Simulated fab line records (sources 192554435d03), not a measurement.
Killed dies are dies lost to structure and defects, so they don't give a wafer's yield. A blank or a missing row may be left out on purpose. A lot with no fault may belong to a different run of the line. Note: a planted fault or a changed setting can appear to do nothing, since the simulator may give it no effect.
Chamber matching || flow n5_finfet || 4 sister chambers for N5_BEOL_M10_STRIP_67 on rie_diel-06
The step strips in CF4. 8 wafers are shown with their chamber, then 10 later ones without.

WAFERS PAIRED WITH THEIR CHAMBERS
{"wafer": "L080.5", "chamber": 2, "showerhead_plenum_p_Torr (Torr)": 1.77, "drypump_motor_current_A (A)": 4.9}
{"wafer": "L082.2", "chamber": 3, "showerhead_plenum_p_Torr (Torr)": 1.89, "drypump_motor_current_A (A)": 6.4}
{"wafer": "L082.3", "chamber": 1, "showerhead_plenum_p_Torr (Torr)": 1.73, "drypump_motor_current_A (A)": 5.7}
{"wafer": "L082.4", "chamber": 2, "showerhead_plenum_p_Torr (Torr)": 1.77, "drypump_motor_current_A (A)": 4.9}
{"wafer": "L084.4", "chamber": 0, "showerhead_plenum_p_Torr (Torr)": 1.80, "drypump_motor_current_A (A)": 6.4}
{"wafer": "L084.6", "chamber": 3, "showerhead_plenum_p_Torr (Torr)": 1.88, "drypump_motor_current_A (A)": 6.4}
{"wafer": "L085.1", "chamber": 0, "showerhead_plenum_p_Torr (Torr)": 1.80, "drypump_motor_current_A (A)": 6.4}
{"wafer": "L085.3", "chamber": 1, "showerhead_plenum_p_Torr (Torr)": 1.73, "drypump_motor_current_A (A)": 5.8}

WAFERS MISSING THEIR CHAMBER
{"wafer": "L085.5", "showerhead_plenum_p_Torr (Torr)": 1.80, "drypump_motor_current_A (A)": 6.4}
{"wafer": "L091.2", "showerhead_plenum_p_Torr (Torr)": 1.72, "drypump_motor_current_A (A)": 5.7}
{"wafer": "L091.3", "showerhead_plenum_p_Torr (Torr)": 1.80, "drypump_motor_current_A (A)": 6.4}
{"wafer": "L091.5", "showerhead_plenum_p_Torr (Torr)": 1.76, "drypump_motor_current_A (A)": 4.9}
{"wafer": "L094.2", "showerhead_plenum_p_Torr (Torr)": 1.72, "drypump_motor_current_A (A)": 5.7}
{"wafer": "L094.3", "showerhead_plenum_p_Torr (Torr)": 1.88, "drypump_motor_current_A (A)": 6.4}
{"wafer": "L094.6", "showerhead_plenum_p_Torr (Torr)": 1.88, "drypump_motor_current_A (A)": 6.4}
{"wafer": "L097.2", "showerhead_plenum_p_Torr (Torr)": 1.72, "drypump_motor_current_A (A)": 5.8}
{"wafer": "L097.3", "showerhead_plenum_p_Torr (Torr)": 1.88, "drypump_motor_current_A (A)": 6.4}
{"wafer": "L097.6", "showerhead_plenum_p_Torr (Torr)": 1.88, "drypump_motor_current_A (A)": 6.4}

WHICH CHAMBER EACH WENT THROUGH
{"wafer": "L085.5", "from the rows above": 0, "in truth": 0}
{"wafer": "L091.2", "from the rows above": 1, "in truth": 1}
{"wafer": "L091.3", "from the rows above": 0, "in truth": 0}
{"wafer": "L091.5", "from the rows above": 2, "in truth": 2}
{"wafer": "L094.2", "from the rows above": 1, "in truth": 1}
{"wafer": "L094.3", "from the rows above": 3, "in truth": 3}
{"wafer": "L094.6", "from the rows above": 3, "in truth": 3}
{"wafer": "L097.2", "from the rows above": 1, "in truth": 1}
{"wafer": "L097.3", "from the rows above": 3, "in truth": 3}
{"wafer": "L097.6", "from the rows above": 3, "in truth": 3}
Correct placement for 10 of the 10. Left unplaced by these rows: 0. Placed wrongly: 0.
How it was worked out, from the rows above alone: a wafer's distance from a chamber is the root of the sum, over the readings, of the square of ((its reading less the chamber's mean) divided by the reading's scatter). If the next closest chamber is less than 2 further off than the closest, the wafer can't be placed; otherwise it belongs to the closest. The mean given for a chamber averages the wafers shown for that chamber. The scatter is the square root of a quotient: the sum, over the shown wafers, of each reading's squared deviation from its chamber's mean, divided by wafers minus chambers.
